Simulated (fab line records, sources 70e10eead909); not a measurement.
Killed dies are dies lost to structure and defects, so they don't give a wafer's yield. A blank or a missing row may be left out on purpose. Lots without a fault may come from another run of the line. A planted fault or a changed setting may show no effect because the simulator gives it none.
fab line records | flow nand_harc
record lots=7 wafers=21 last_day=32
route steps=1302 shown A_DECK1_JOINT@544 A_ONON_D2@545 END@1302
lots that met no fault: from a run of the same line without faults
start_h: hours from the record's first day to the start of the lot's first wafer shown | wait_h: hours since the lot's step before | " the same as in the row above | L1.1+2: a row that stands for several wafers | - no value, or no start given | * or withheld: withheld | < > ~ a bound
route shown NAME@n: a module of which the file shows steps, and the number in the route of the first | usual: mean/standard deviation of fault-free wafers | same: alike in all rows | chamber/n: place in a boat | sites: the reading at each site | _std_site: their standard deviation | _edge_site: outer sites' mean less inner sites' | radius_mm: how far each site lies from the wafer's centre | mask NAME#n: copy n | behind: the tool/chamber that last shaped the wafer | hold: why the lot was held/for how many hours/how that ended | device: the transistor (n, p or np) that didn't switch | end of line: the same wafers' tests at the end of the route | a step without rows: its recipe alone | killed: dies lost to structure and defects at the first sort, not the wafer's yield | map: a wafer's dies, x killed, . not, _ none there
set.NAME: the setting as run; set.NAME@STEP: as run at that earlier step | model.NAME: the simulator's own value behind a step, which no gauge read
lots at some steps of the route; a table a step, a row a wafer
services: from which hour (start_h, from the record's first day; less than 0 if before it) a tool's chamber was out of use, for how many hours, and why
## steps
# step NHARC_A_DECK1_JOINT_INSPECT_05
# usual raw_defect_count=298/110
# columns lot.wafer tool chamber start_h wait_h raw_defect_count
L286.1 defect_inspect-01 - 305.43 0.0 287
L286.2 " - " " 271
L286.3 " - " " 325
L289.1 defect_inspect-02 - 337.68 0.0 334
L289.4 " - " " 195
L289.6 " - " " 423
L298.2 defect_inspect-02 - 427.89 0.0 285
L298.3 " - " " 308
L298.4 " - " " 288
L300.3 defect_inspect-02 - 452.45 0.0 262
L300.4 " - " " 404
L300.6 " - " " 512
L301.2 defect_inspect-01 - 460.58 0.0 395
L301.5 " - " " 357
L301.6 " - " " 352
L303.1 defect_inspect-01 - 473.64 0.0 238
L303.2 " - " " 419
L303.6 " - " " 152
L302.1 defect_inspect-02 - 473.65 0.0 257
L302.3 " - " " 265
L302.5 " - " " 458
# step NHARC_A_ONON_D2_DEP_00
# recipe target_thk_a=10000 n2_flow_sccm=2750 n2o_flow_sccm=2000 nh3_flow_sccm=500 sih4_flow_sccm=210 temp_c=400
# step NHARC_A_ONON_D2_THK_MEAS_02
# recipe thk_meas_gauge=ellipsometry
# usual thk_nm=1001/9.2
# columns lot.wafer tool chamber start_h wait_h thk_nm
L286.1 film_metro-01 - 306.00 - 1001
L286.2 " - " " 1000
L286.3 " - " " 1000
L289.1 film_metro-02 - 338.26 - 994
L289.4 " - " " 996
L289.6 " - " " 999
L298.2 film_metro-02 - 428.47 - 1010
L298.3 " - " " 1012
L298.4 " - " " 1010
L300.3 film_metro-02 - 453.03 - 1005
L300.4 " - " " 1006
L300.6 " - " " 1004
L301.2 film_metro-01 - 461.16 - 1001
L301.5 " - " " 1001
L301.6 " - " " 1000
L303.1 film_metro-02 - 474.22 - 995
L303.2 " - " " 996
L303.6 " - " " 997
L302.1 film_metro-01 - 474.24 - 1010
L302.3 " - " " 1010
L302.5 " - " " 1008
# step NHARC_A_ONON_D2_DEP_03
# recipe target_thk_a=10000 n2_flow_sccm=2750 n2o_flow_sccm=2000 nh3_flow_sccm=500 sih4_flow_sccm=210 temp_c=400
# step NHARC_A_ONON_D2_THK_MEAS_05
# recipe thk_meas_gauge=ellipsometry
# usual thk_nm=1001/8.5
# columns lot.wafer tool chamber start_h wait_h thk_nm
L286.1 film_metro-02 - 306.57 - 996
L286.2 " - " " 996
L286.3 " - " " 996
L289.1 film_metro-01 - 338.82 - 1009
L289.4 " - " " 1007
L289.6 " - " " 1008
L298.2 film_metro-01 - 429.03 - 1003
L298.3 " - " " 1002
L298.4 " - " " 1003
L300.3 film_metro-02 - 453.62 - 1002
L300.4 " - " " 1001
L300.6 " - " " 1002
L301.2 film_metro-02 - 461.73 - 988
L301.5 " - " " 990
L301.6 " - " " 989
L303.1 film_metro-02 - 474.79 - 996
L303.2 " - " " 997
L303.6 " - " " 997
L302.1 film_metro-01 - 474.81 - 997
L302.3 " - " " 998
L302.5 " - " " 999
# step NHARC_A_ONON_D2_DEP_06
# recipe target_thk_a=10000 n2_flow_sccm=2750 n2o_flow_sccm=2000 nh3_flow_sccm=500 sih4_flow_sccm=210 temp_c=400
# step NHARC_A_ONON_D2_THK_MEAS_08
# recipe thk_meas_gauge=ellipsometry
# usual thk_nm=998/9.3
# columns lot.wafer tool chamber start_h wait_h thk_nm
L286.1 film_metro-01 - 307.13 - 997
L286.2 " - " " 997
L286.3 " - " " 998
L289.1 film_metro-01 - 339.39 - 1007
L289.4 " - " " 1007
L289.6 " - " " 1005
L298.2 film_metro-01 - 429.59 - 988
L298.3 " - " " 985
L298.4 " - " " 988
L300.3 film_metro-01 - 454.18 - 974
L300.4 " - " " 970
L300.6 " - " " 973
L301.2 film_metro-02 - 462.29 - 1017
L301.5 " - " " 1016
L301.6 " - " " 1016
L303.1 film_metro-01 - 475.37 - 994
L303.2 " - " " 993
L303.6 " - " " 993
L302.1 film_metro-02 - 475.37 - 996
L302.3 " - " " 1000
L302.5 " - " " 999
# step NHARC_A_ONON_D2_DEP_09
# recipe target_thk_a=10000 n2_flow_sccm=2750 n2o_flow_sccm=2000 nh3_flow_sccm=500 sih4_flow_sccm=210 temp_c=400
# step NHARC_A_ONON_D2_THK_MEAS_11
# recipe thk_meas_gauge=ellipsometry
# usual thk_nm=1004/9.6
# columns lot.wafer tool chamber start_h wait_h thk_nm
L286.1 film_metro-02 - 307.69 - 1008
L286.2 " - " " 1008
L286.3 " - " " 1009
L289.1 film_metro-01 - 339.96 - 1020
L289.4 " - " " 1020
L289.6 " - " " 1020
L298.2 film_metro-02 - 430.16 - 989
L298.3 " - " " 989
L298.4 " - " " 988
L300.3 film_metro-02 - 454.75 - 1003
L300.4 " - " " 1002
L300.6 " - " " 1002
L301.2 film_metro-02 - 462.86 - 1004
L301.5 " - " " 1006
L301.6 " - " " 1005
L303.1 film_metro-02 - 475.94 - 1014
L303.2 " - " " 1015
L303.6 " - " " 1015
L302.1 film_metro-01 - 475.94 - 1017
L302.3 " - " " 1017
L302.5 " - " " 1018
# step NHARC_A_ONON_D2_DEP_12
# recipe target_thk_a=10000 n2_flow_sccm=2750 n2o_flow_sccm=2000 nh3_flow_sccm=500 sih4_flow_sccm=210 temp_c=400
# step NHARC_A_ONON_D2_THK_MEAS_14
# recipe thk_meas_gauge=ellipsometry
# usual thk_nm=1000/12
# columns lot.wafer tool chamber start_h wait_h thk_nm
L286.1 film_metro-01 - 308.26 - 995
L286.2 " - " " 996
L286.3 " - " " 996
L289.1 film_metro-02 - 340.52 - 981
L289.4 " - " " 981
L289.6 " - " " 980
L298.2 film_metro-02 - 430.72 - 994
L298.3 " - " " 992
L298.4 " - " " 995
L300.3 film_metro-02 - 455.32 - 1009
L300.4 " - " " 1009
L300.6 " - " " 1008
L301.2 film_metro-01 - 463.43 - 985
L301.5 " - " " 985
L301.6 " - " " 984
L303.1 film_metro-01 - 476.50 - 997
L303.2 " - " " 998
L303.6 " - " " 996
L302.1 film_metro-02 - 476.51 - 1002
L302.3 " - " " 1000
L302.5 " - " " 1004
# step NHARC_A_ONON_D2_ANNEAL_15
# recipe temp_c=750 time_s=3600
# step NHARC_A_ONON_D2_DEP_16
# recipe target_thk_a=10000 n2_flow_sccm=2750 n2o_flow_sccm=2000 nh3_flow_sccm=500 sih4_flow_sccm=210 temp_c=400
# usual susceptor_temp_C=400.00/0.21
# columns lot.wafer tool chamber start_h wait_h susceptor_temp_C
L286.1 pecvd_onon-01 0 315.31 0.7 400.25
L286.2 " 0 " " 399.95
L286.3 " 0 " " 400.10
L289.1 pecvd_onon-02 0 350.41 0.4 400.06
L289.4 " 0 " " 399.69
L289.6 " 0 " " 399.55
L298.2 pecvd_onon-02 0 440.65 0.5 400.24
L298.3 " 0 " " 399.97
L298.4 " 0 " " 400.04
L300.3 pecvd_onon-01 0 464.91 0.5 399.85
L300.4 " 0 " " 400.08
L300.6 " 0 " " 399.93
L301.2 pecvd_onon-02 0 470.70 0.4 400.34
L301.5 " 0 " " 399.92
L301.6 " 0 " " 400.26
L302.1 pecvd_onon-02 0 483.26 0.4 399.66
L302.3 " 0 " " 399.94
L302.5 " 0 " " 399.71
L303.1 pecvd_onon-01 0 483.27 0.4 399.98
L303.2 " 0 " " 400.23
L303.6 " 0 " " 399.75
# step NHARC_A_ONON_D2_THK_MEAS_18
# recipe thk_meas_gauge=ellipsometry
# usual thk_nm=998/9.2
# columns lot.wafer tool chamber start_h wait_h thk_nm
L286.1 film_metro-02 - 315.82 - 982
L286.2 " - " " 984
L286.3 " - " " 983
L289.1 film_metro-01 - 350.91 - 996
L289.4 " - " " 996
L289.6 " - " " 997
L298.2 film_metro-01 - 441.10 - 1530
L298.3 " - " " 1532
L298.4 " - " " 1530
L300.3 film_metro-01 - 465.31 - 987
L300.4 " - " " 987
L300.6 " - " " 988
L301.2 film_metro-02 - 471.15 - 1549
L301.5 " - " " 1550
L301.6 " - " " 1551
L303.1 film_metro-01 - 483.77 - 1003
L303.2 " - " " 1002
L303.6 " - " " 1005
L302.1 film_metro-02 - 483.78 - 1534
L302.3 " - " " 1534
L302.5 " - " " 1537
# step NHARC_A_ONON_D2_DEP_19
# recipe target_thk_a=10000 n2_flow_sccm=2750 n2o_flow_sccm=2000 nh3_flow_sccm=500 sih4_flow_sccm=210 temp_c=400
# step NHARC_END_SORT_01
# recipe temp_c=25
# usual killed_at_array=57/18 killed_at_other=0.9/1.3 killed_at_periphery=3.5/2.2 killed_dies=62/18 killed_open=3.0/1.7 killed_short=2.3/1.5
# same gross_dies=677
# columns lot.wafer tool chamber start_h wait_h killed_at_array killed_at_other killed_at_periphery killed_dies killed_open killed_short
L286.1 prober-01 0 591.19 2.5 80 0 1 81 0 4
L286.2 prober-01 0 591.99 2.8 74 0 2 76 3 3
L286.3 prober-01 0 592.80 3.1 83 1 6 90 8 2
L298.2 prober-01 0 714.95 2.8 671 0 6 677 2 1
L298.3 prober-01 0 715.76 3.1 674 0 3 677 1 1
L298.4 prober-01 0 716.56 3.4 671 0 6 677 8 2
L300.3 prober-01 0 734.67 3.1 68 1 6 75 3 2
L300.4 prober-01 0 735.47 3.4 50 1 4 55 1 2
L300.6 prober-01 0 737.06 4.0 47 0 6 53 3 2
L301.2 prober-02 0 741.52 2.8 672 0 5 677 3 6
L301.5 prober-02 0 743.92 3.7 674 1 2 677 6 0
L301.6 prober-02 0 744.72 4.0 672 2 3 677 5 2
L303.1 prober-01 0 761.81 2.5 63 0 4 67 4 1
L303.2 prober-01 0 762.60 2.8 64 0 4 68 3 0
L303.6 prober-01 0 765.74 3.9 66 0 3 69 2 1
L302.1 prober-02 0 764.92 2.4 673 0 4 677 3 0
L302.3 prober-02 0 766.52 3.1 674 0 3 677 0 4
L302.5 prober-02 0 768.12 3.7 676 0 1 677 1 4
# killed by level:class
L286.1 A_CHANNEL_HOLE_D2:chamber_film_flake=36 A_CHANNEL_HOLE_D1:chamber_film_flake=30 A_CONTACT:chamber_film_flake=4 A_CHANNEL_FILL_D2:chamber_film_flake=3 A_BONDPAD:chamber_film_flake=2 A_ONON_D2:geometric_particle:short=1 A_CHANNEL_FILL_D2:geometric_particle:short=1 A_SGD_CUT:geometric_particle:short=1
L286.2 A_CHANNEL_HOLE_D1:chamber_film_flake=33 A_CHANNEL_HOLE_D2:chamber_film_flake=29 A_CHANNEL_FILL_D2:chamber_film_flake=3 A_CHANNEL_FILL_D1:geometric_particle:short=2 A_M0:geometric_particle:open=2 P_GATE:chamber_film_flake=2 A_CONTACT:chamber_film_flake=2 A_ONON_D1:geometric_particle:open=1
L286.3 A_CHANNEL_HOLE_D2:chamber_film_flake=35 A_CHANNEL_HOLE_D1:chamber_film_flake=25 A_CONTACT:chamber_film_flake=8 A_STAIRCASE:chamber_film_flake=3 A_ONON_D1:geometric_particle:open=2 A_M1:geometric_particle:open=2 P_STI:chamber_film_flake=2 A_CHANNEL_FILL_D2:chamber_film_flake=2
L298.2 A_ONON_D2:area_dep=612 A_SLIT:chamber_film_flake=33 A_CHANNEL_HOLE_D2:chamber_film_flake=13 P_GATE:chamber_film_flake=4 A_CHANNEL_HOLE_D1:chamber_film_flake=4 A_STAIRCASE:chamber_film_flake=3 A_CONTACT:chamber_film_flake=2 P_GATE:geometric_particle:short=1
L298.3 A_ONON_D2:area_dep=608 A_SLIT:chamber_film_flake=32 A_CHANNEL_HOLE_D2:chamber_film_flake=18 A_CHANNEL_HOLE_D1:chamber_film_flake=8 A_CONTACT:chamber_film_flake=4 P_STI:chamber_film_flake=2 A_ONON_D1:geometric_particle:short=1 A_DECK1_JOINT:geometric_particle:open=1
L298.4 A_ONON_D2:area_dep=596 A_SLIT:chamber_film_flake=29 A_CHANNEL_HOLE_D2:chamber_film_flake=21 A_CHANNEL_HOLE_D1:chamber_film_flake=6 A_STAIRCASE:chamber_film_flake=5 A_CHANNEL_FILL_D1:geometric_particle:open=4 A_CONTACT:chamber_film_flake=3 A_CONTACT:geometric_particle:open=2
L300.3 A_CHANNEL_HOLE_D2:chamber_film_flake=33 A_CHANNEL_HOLE_D1:chamber_film_flake=14 A_CONTACT:chamber_film_flake=7 A_SLIT:chamber_film_flake=5 P_GATE:chamber_film_flake=3 A_STAIRCASE:chamber_film_flake=3 A_WL_FILL:chamber_film_flake=2 P_M0:geometric_particle:open=1
L300.4 A_CHANNEL_HOLE_D2:chamber_film_flake=25 A_CHANNEL_HOLE_D1:chamber_film_flake=6 A_CONTACT:chamber_film_flake=6 A_STAIRCASE:chamber_film_flake=5 A_WL_FILL:chamber_film_flake=3 A_SLIT:chamber_film_flake=3 P_GATE:chamber_film_flake=2 P_CONTACT:geometric_particle:short=1
L300.6 A_CHANNEL_HOLE_D2:chamber_film_flake=20 A_CHANNEL_HOLE_D1:chamber_film_flake=7 A_SLIT:chamber_film_flake=5 A_CONTACT:chamber_film_flake=4 P_GATE:chamber_film_flake=3 A_WL_FILL:chamber_film_flake=3 P_STI:chamber_film_flake=2 A_DECK1_JOINT:chamber_film_flake=2
L301.2 A_ONON_D2:area_dep=598 A_CHANNEL_HOLE_D1:chamber_film_flake=29 A_CHANNEL_HOLE_D2:chamber_film_flake=29 A_STAIRCASE:chamber_film_flake=3 A_M1:chamber_film_flake=3 A_DECK1_JOINT:geometric_particle:short=2 P_ZERO_WELL:chamber_film_flake=2 P_M1:geometric_particle:open=1
L301.5 A_ONON_D2:area_dep=591 A_CHANNEL_HOLE_D1:chamber_film_flake=32 A_CHANNEL_HOLE_D2:chamber_film_flake=27 A_SLIT:chamber_film_flake=6 A_M1:chamber_film_flake=5 A_CHANNEL_FILL_D2:chamber_film_flake=3 A_CHANNEL_FILL_D2:geometric_particle:open=2 P_ZERO_WELL:chamber_film_flake=2
L301.6 A_ONON_D2:area_dep=611 A_CHANNEL_HOLE_D1:chamber_film_flake=29 A_CHANNEL_HOLE_D2:chamber_film_flake=13 A_SLIT:chamber_film_flake=5 A_M1:chamber_film_flake=3 P_ZERO_WELL:chamber_film_flake=2 A_STAIRCASE:chamber_film_flake=2 A_CONTACT:chamber_film_flake=2
L303.1 A_CHANNEL_HOLE_D1:chamber_film_flake=24 A_CHANNEL_HOLE_D2:chamber_film_flake=24 A_STAIRCASE:chamber_film_flake=6 A_CONTACT:chamber_film_flake=4 P_ZERO_WELL:chamber_film_flake=2 P_M0:geometric_particle:open=1 P_M1:geometric_particle:open=1 A_SOURCE_PLATE:geometric_particle:open=1
L303.2 A_CHANNEL_HOLE_D2:chamber_film_flake=23 A_CHANNEL_HOLE_D1:chamber_film_flake=18 A_STAIRCASE:chamber_film_flake=8 A_CONTACT:chamber_film_flake=7 A_SLIT:chamber_film_flake=4 P_M0:geometric_particle:open=1 A_SOURCE_PLATE:geometric_particle:open=1 A_CHANNEL_FILL_D2:geometric_particle:open=1
L302.1 A_ONON_D2:area_dep=627 A_CHANNEL_HOLE_D1:chamber_film_flake=16 A_SLIT:chamber_film_flake=7 A_CONTACT:chamber_film_flake=7 A_SGD_CUT:chamber_film_flake=4 P_M1:chamber_film_flake=3 A_STAIRCASE:chamber_film_flake=3 A_CHANNEL_FILL_D1:chamber_film_flake=2
L303.6 A_CHANNEL_HOLE_D2:chamber_film_flake=29 A_CHANNEL_HOLE_D1:chamber_film_flake=22 A_SLIT:chamber_film_flake=6 A_CHANNEL_FILL_D1:chamber_film_flake=2 A_STAIRCASE:chamber_film_flake=2 A_CONTACT:chamber_film_flake=2 P_CONTACT:geometric_particle:open=1 A_ONON_D2:geometric_particle:open=1
L302.3 A_ONON_D2:area_dep=628 A_CHANNEL_HOLE_D1:chamber_film_flake=15 A_CONTACT:chamber_film_flake=8 A_SLIT:chamber_film_flake=8 A_STAIRCASE:chamber_film_flake=4 A_SGD_CUT:chamber_film_flake=4 P_M0:geometric_particle:short=1 A_CHANNEL_FILL_D1:geometric_particle:short=1
L302.5 A_ONON_D2:area_dep=633 A_CHANNEL_HOLE_D1:chamber_film_flake=16 A_CONTACT:chamber_film_flake=9 A_SLIT:chamber_film_flake=6 A_STAIRCASE:chamber_film_flake=2 A_SGD_CUT:chamber_film_flake=2 P_CONTACT:geometric_particle:open=1 A_ONON_D1:geometric_particle:short=1
# map L298.2 (x killed, . not)
____________x____________
_________xxxxxxx_________
_______xxxxxxxxxxx_______
______xxxxxxxxxxxxx______
_____xxxxxxxxxxxxxxx_____
____xxxxxxxxxxxxxxxxx____
____xxxxxxxxxxxxxxxxx____
___xxxxxxxxxxxxxxxxxxx___
___xxxxxxxxxxxxxxxxxxx___
__xxxxxxxxxxxxxxxxxxxxx__
__xxxxxxxxxxxxxxxxxxxxx__
_xxxxxxxxxxxxxxxxxxxxxxx_
_xxxxxxxxxxxxxxxxxxxxxxx_
_xxxxxxxxxxxxxxxxxxxxxxx_
_xxxxxxxxxxxxxxxxxxxxxxx_
_xxxxxxxxxxxxxxxxxxxxxxx_
xxxxxxxxxxxxxxxxxxxxxxxxx
xxxxxxxxxxxxxxxxxxxxxxxxx
xxxxxxxxxxxxxxxxxxxxxxxxx
xxxxxxxxxxxxxxxxxxxxxxxxx
xxxxxxxxxxxxxxxxxxxxxxxxx
_xxxxxxxxxxxxxxxxxxxxxxx_
_xxxxxxxxxxxxxxxxxxxxxxx_
_xxxxxxxxxxxxxxxxxxxxxxx_
_xxxxxxxxxxxxxxxxxxxxxxx_
_xxxxxxxxxxxxxxxxxxxxxxx_
__xxxxxxxxxxxxxxxxxxxxx__
__xxxxxxxxxxxxxxxxxxxxx__
___xxxxxxxxxxxxxxxxxxx___
___xxxxxxxxxxxxxxxxxxx___
____xxxxxxxxxxxxxxxxx____
____xxxxxxxxxxxxxxxxx____
_____xxxxxxxxxxxxxxx_____
______xxxxxxxxxxxxx______
_______xxxxxxxxxxx_______
_________xxxxxxx_________
____________x____________
# map L301.2 (x killed, . not)
____________x____________
_________xxxxxxx_________
_______xxxxxxxxxxx_______
______xxxxxxxxxxxxx______
_____xxxxxxxxxxxxxxx_____
____xxxxxxxxxxxxxxxxx____
____xxxxxxxxxxxxxxxxx____
___xxxxxxxxxxxxxxxxxxx___
___xxxxxxxxxxxxxxxxxxx___
__xxxxxxxxxxxxxxxxxxxxx__
__xxxxxxxxxxxxxxxxxxxxx__
_xxxxxxxxxxxxxxxxxxxxxxx_
_xxxxxxxxxxxxxxxxxxxxxxx_
_xxxxxxxxxxxxxxxxxxxxxxx_
_xxxxxxxxxxxxxxxxxxxxxxx_
_xxxxxxxxxxxxxxxxxxxxxxx_
xxxxxxxxxxxxxxxxxxxxxxxxx
xxxxxxxxxxxxxxxxxxxxxxxxx
xxxxxxxxxxxxxxxxxxxxxxxxx
xxxxxxxxxxxxxxxxxxxxxxxxx
xxxxxxxxxxxxxxxxxxxxxxxxx
_xxxxxxxxxxxxxxxxxxxxxxx_
_xxxxxxxxxxxxxxxxxxxxxxx_
_xxxxxxxxxxxxxxxxxxxxxxx_
_xxxxxxxxxxxxxxxxxxxxxxx_
_xxxxxxxxxxxxxxxxxxxxxxx_
__xxxxxxxxxxxxxxxxxxxxx__
__xxxxxxxxxxxxxxxxxxxxx__
___xxxxxxxxxxxxxxxxxxx___
___xxxxxxxxxxxxxxxxxxx___
____xxxxxxxxxxxxxxxxx____
____xxxxxxxxxxxxxxxxx____
_____xxxxxxxxxxxxxxx_____
______xxxxxxxxxxxxx______
_______xxxxxxxxxxx_______
_________xxxxxxx_________
____________x____________
## services
# columns tool chamber start_h hours kind
pecvd_onon-02 - 366.09 13.0 pm
pecvd_onon-01 - 450.00 13.0 pm
## key
first_sign step=NHARC_A_ONON_D2_THK_MEAS_18 reading=thk_nm direction=up sigmas=58 usual=998 struck=1539
effect step=NHARC_END_SORT_01 reading=killed_dies direction=up sigmas=35 usual=62 struck=677
more_kills_born_at NHARC_A_ONON_D2_DEP_16@pecvd_onon-02=5504
met_at NHARC_A_ONON_D2_DEP_16
struck_wafers L298.2,L298.3,L298.4,L301.2,L301.5,L301.6,L302.1,L302.3,L302.5
later_rows_left_out L298.2,L298.3,L298.4,L301.2,L301.5,L301.6,L302.1,L302.3,L302.5
tester_left_out L298,L301,L302
onset_between 350.41 440.65
fault kind=process_parameter_drift tool=pecvd_onon-02 chamber=- onset_h=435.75 steps=NHARC_A_ONON_D2_DEP_16 channel=target_thk_a offset=* shape=step end_h=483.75 acts_in=* stated=*
# tester_left_out: of these lots the tester's yield and bins aren't shown, on N5 and GAA mostly nor the transistor test; their killed dies are dies lost to structure and defects alone, not to doping, threshold or leakage, so they don't give the yield
# later_rows_left_out: the simulator's readings of these wafers behind a module that went badly wrong aren't trusted and aren't shown, but for the sort
